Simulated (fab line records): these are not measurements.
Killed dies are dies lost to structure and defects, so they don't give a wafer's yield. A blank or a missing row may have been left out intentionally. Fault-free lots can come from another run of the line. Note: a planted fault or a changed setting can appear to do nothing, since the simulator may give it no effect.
Matching of chambers ; flow n5-finfet ; ald-sin-02 running N5_SD_EPI_N_LINER_46: 4 sister chambers
The step material SiNx, target thk 3 nm. 24 wafers are shown with their chamber, then 12 later ones without.

## EACH WAFER AND ITS CHAMBER
wafer;chamber;heater-power-w (W)
L075.1;0;839
L075.2;1;845
L075.3;3;854
L077.1;0;837
L077.2;2;895
L077.3;3;843
L077.4;1;823
L077.5;3;862
L077.6;0;830
L081.1;1;834
L081.2;3;885
L081.6;3;850
L083.3;0;836
L083.4;3;842
L083.5;1;835
L089.1;3;844
L089.2;2;910
L089.3;1;845
L089.4;0;841
L089.5;1;843
L089.6;0;839
L090.2;1;840
L090.3;0;844
L090.5;3;861

SIGNATURES (averages over the wafers above)
reading;chamber 0;chamber 1;chamber 2;chamber 3;scatter within a chamber
heater-power-w;838.00;837.86;902.50;855.12;10.1
Rule: for a wafer and a chamber, the distance is found by dividing, reading by reading, the gap between the wafer's reading and the chamber's mean by the reading's scatter, squaring, summing and taking the root. If the next closest chamber is less than 2 further off than the closest, the wafer can't be placed; otherwise it belongs to the closest. The scatter: take each reading less its chamber's mean, square it, sum over the shown wafers, divide by the number of wafers less the number of chambers, and take the root.

## WAFERS MISSING THEIR CHAMBER
wafer;heater-power-w (W)
L092.1;853
L092.2;855
L092.3;823
L092.4;892
L092.5;874
L092.6;874
L096.1;835
L096.2;874
L096.4;845
L097.2;838
L097.4;922
L097.5;928

## WHICH CHAMBER EACH ONE RAN IN
wafer;from the rows above;in truth
L092.1;can't be placed: 3 or 0 or 1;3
L092.2;can't be placed: 3 or 0 or 1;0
L092.3;can't be placed: 1 or 0 or 3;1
L092.4;2;2
L092.5;can't be placed: 3 or 2 or 0 or 1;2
L092.6;can't be placed: 3 or 2 or 0 or 1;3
L096.1;can't be placed: 1 or 0 or 3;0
L096.2;can't be placed: 3 or 2 or 0 or 1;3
L096.4;can't be placed: 0 or 1 or 3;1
L097.2;can't be placed: 0 or 1 or 3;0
L097.4;2;2
L097.5;2;2
3 of 12 placed correctly. Not placeable from these rows: 9 (in 9, the candidates include the true chamber). Placed wrongly: 0.
